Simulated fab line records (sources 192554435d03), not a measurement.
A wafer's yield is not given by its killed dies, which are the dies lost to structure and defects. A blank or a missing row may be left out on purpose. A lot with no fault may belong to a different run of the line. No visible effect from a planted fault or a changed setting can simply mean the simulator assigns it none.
Split-lot experiment + flow n5_finfet + 39 wafers read across 7 lots, on a route 1938 steps long

ON THE SPLIT
At N5_BEOL_M13_SPUTTER_43 (material TaN, target thk 15 nm, time 24.19 s), the setting target_thk_a was moved away from the recipe's 150 angstrom on 12 of the 39 wafers read, by -42.8% to +39.1%. For the rest of the wafers, this setting stayed at what the recipe calls for.

FROM THE SPLIT TO THE READING: what the file shows between them, 4 steps
- N5_BEOL_M13_SPUTTER_44: material Ta, target thk 10 nm, time 16.13 s
- N5_BEOL_M13_SPUTTER_45: material Cu, target thk 80 nm, time 13.33 s
- N5_BEOL_M13_ECD_47: material Cu, target thk 936 nm
- N5_BEOL_M13_ANNEAL_48: time 90 s

THE READING
barrier_field_endpoint_s, in s, at N5_BEOL_M13_CMP_49 (polishes, stops on SiOC, t overpolish 17.1 s, target thk 420 nm). Typical for fault-free wafers on this fab line: 30.3 s, with standard deviation 0.63 s.

| wafer  | tool, chamber at the split | target_thk_a as run, angstrom | against the recipe | barrier_field_endpoint_s, s | against lot-mates on the recipe |
|--------|----------------------------|-------------------------------|--------------------|-----------------------------|---------------------------------|
| L074.4 | pvd_sputter-02, -          | 94.48                         | -37.0%             | 23.2                        | -6.6                            |
| L074.1 | pvd_sputter-02, -          | 150                           | recipe             | 29.9                        | -                               |
| L074.2 | pvd_sputter-02, -          | 150                           | recipe             | 29.8                        | -                               |
| L074.3 | pvd_sputter-02, -          | 150                           | recipe             | 29.8                        | -                               |
| L074.5 | pvd_sputter-02, -          | 94.48                         | -37.0%             | 22.7                        | -7.1                            |
| L074.6 | pvd_sputter-02, -          | 94.48                         | -37.0%             | 23.3                        | -6.5                            |
| L078.1 | pvd_sputter-02, -          | 208.6                         | +39.1%             | 37.9                        | +8.3                            |
| L078.4 | pvd_sputter-02, -          | 150                           | recipe             | 29.7                        | -                               |
| L078.2 | pvd_sputter-02, -          | 208.6                         | +39.1%             | 36.8                        | +7.2                            |
| L078.3 | pvd_sputter-02, -          | 150                           | recipe             | 29.6                        | -                               |
| L078.6 | pvd_sputter-02, -          | 208.6                         | +39.1%             | 36.8                        | +7.2                            |
| L078.5 | pvd_sputter-02, -          | 150                           | recipe             | 29.5                        | -                               |
| L087.3 | pvd_sputter-03, -          | 85.74                         | -42.8%             | 22.6                        | -7.7                            |
| L087.2 | pvd_sputter-03, -          | 150                           | recipe             | 29.3                        | -                               |
| L087.1 | pvd_sputter-03, -          | 85.74                         | -42.8%             | 22.5                        | -7.8                            |
| L087.4 | pvd_sputter-03, -          | 150                           | recipe             | 31.1                        | -                               |
| L087.6 | pvd_sputter-03, -          | 150                           | recipe             | 30.6                        | -                               |
| L087.5 | pvd_sputter-03, -          | 85.74                         | -42.8%             | 22.1                        | -8.2                            |
| L090.1 | pvd_sputter-01, -          | 150                           | recipe             | 30.9                        | -                               |
| L090.2 | pvd_sputter-01, -          | 150                           | recipe             | 31.0                        | -                               |
| L090.6 | pvd_sputter-01, -          | 150                           | recipe             | 30.6                        | -                               |
| L091.4 | pvd_sputter-03, -          | 150                           | recipe             | 30.1                        | -                               |
| L091.2 | pvd_sputter-03, -          | 150                           | recipe             | 30.1                        | -                               |
| L091.1 | pvd_sputter-03, -          | 150                           | recipe             | 30.6                        | -                               |
| L091.3 | pvd_sputter-03, -          | 150                           | recipe             | 29.8                        | -                               |
| L091.5 | pvd_sputter-03, -          | 150                           | recipe             | 29.4                        | -                               |
| L091.6 | pvd_sputter-03, -          | 150                           | recipe             | 30.7                        | -                               |
| L093.2 | pvd_sputter-01, -          | 150                           | recipe             | 30.6                        | -                               |
| L093.4 | pvd_sputter-01, -          | 150                           | recipe             | 31.0                        | -                               |
| L093.3 | pvd_sputter-01, -          | 150                           | recipe             | 30.3                        | -                               |
| L093.1 | pvd_sputter-01, -          | 150                           | recipe             | 31.7                        | -                               |
| L093.5 | pvd_sputter-01, -          | 150                           | recipe             | 30.8                        | -                               |
| L093.6 | pvd_sputter-01, -          | 150                           | recipe             | 30.2                        | -                               |
| L095.3 | pvd_sputter-01, -          | 184.4                         | +22.9%             | 34.5                        | +4.0                            |
| L095.2 | pvd_sputter-01, -          | 184.4                         | +22.9%             | 34.0                        | +3.5                            |
| L095.1 | pvd_sputter-01, -          | 184.4                         | +22.9%             | 34.7                        | +4.2                            |
| L095.4 | pvd_sputter-01, -          | 150                           | recipe             | 30.0                        | -                               |
| L095.5 | pvd_sputter-01, -          | 150                           | recipe             | 30.9                        | -                               |
| L095.6 | pvd_sputter-01, -          | 150                           | recipe             | 30.7                        | -                               |

THE FIT
A straight line over all 39 wafers: barrier_field_endpoint_s changes by +0.184 s for each +1% of target_thk_a; r = +0.99; the points scatter about the line by 0.57 s.
The same after taking each lot's own level away (the mean of its wafers on the recipe; 39 wafers): +0.185 s for each +1%; r = +0.99; scatter 0.44 s.
The reading moves by 7.9 s for the largest change in target_thk_a, on that fit.
Measured against the standard deviation above, the lots' own levels, which go from 29.60 to 30.83 s, span 2.0 times it.
The two slopes agree, so the slope changes little with the lot-to-lot level.
Check: with one of the wafers moved furthest among these (-42.8%) left out of the fit, the line predicts -7.97 s for it against its lot-mates. Against them it came out at -7.73 s.

OTHER SPLITS ON THESE WAFERS
Note: prior to the reading, these wafers also went through further splits. Each is held against what the fit with the lots' levels taken away leaves over:
| other split on the same wafers      | wafers away from the commonest value | r with barrier_field_endpoint_s (lot level and that fit taken away) |
|-------------------------------------|--------------------------------------|---------------------------------------------------------------------|
| N5_BEOL_M9_ETCH_62 target_depth_a   | 9                                    | +0.12                                                               |
| N5_BEOL_M12_ILD_DEP_00 target_thk_a | 15                                   | -0.07                                                               |

THE WHOLE CHAIN: every reading that the file lists as answering this split, in the file's order
| step                   | what it does                                                    | reading                                                                            | change (the file's fit)              | r (the file's) |
|------------------------|-----------------------------------------------------------------|------------------------------------------------------------------------------------|--------------------------------------|----------------|
| N5_BEOL_M13_SPUTTER_43 | material TaN, target thk 15 nm, time 24.19 s                    | TaN_of_BEOL_M13_SPUTTER_43.thk_nm (the simulator's own value, which no gauge read) | +0.15 nm for each +1% of the setting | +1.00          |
| N5_BEOL_M13_CMP_49     | polishes, stops on SiOC, t overpolish 17.1 s, target thk 420 nm | barrier_field_endpoint_s                                                           | +0.185 s for each +1% of the setting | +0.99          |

FILE'S OWN FIT
barrier_field_endpoint_s changes by +0.185 s for each +1% of target_thk_a, r = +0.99.
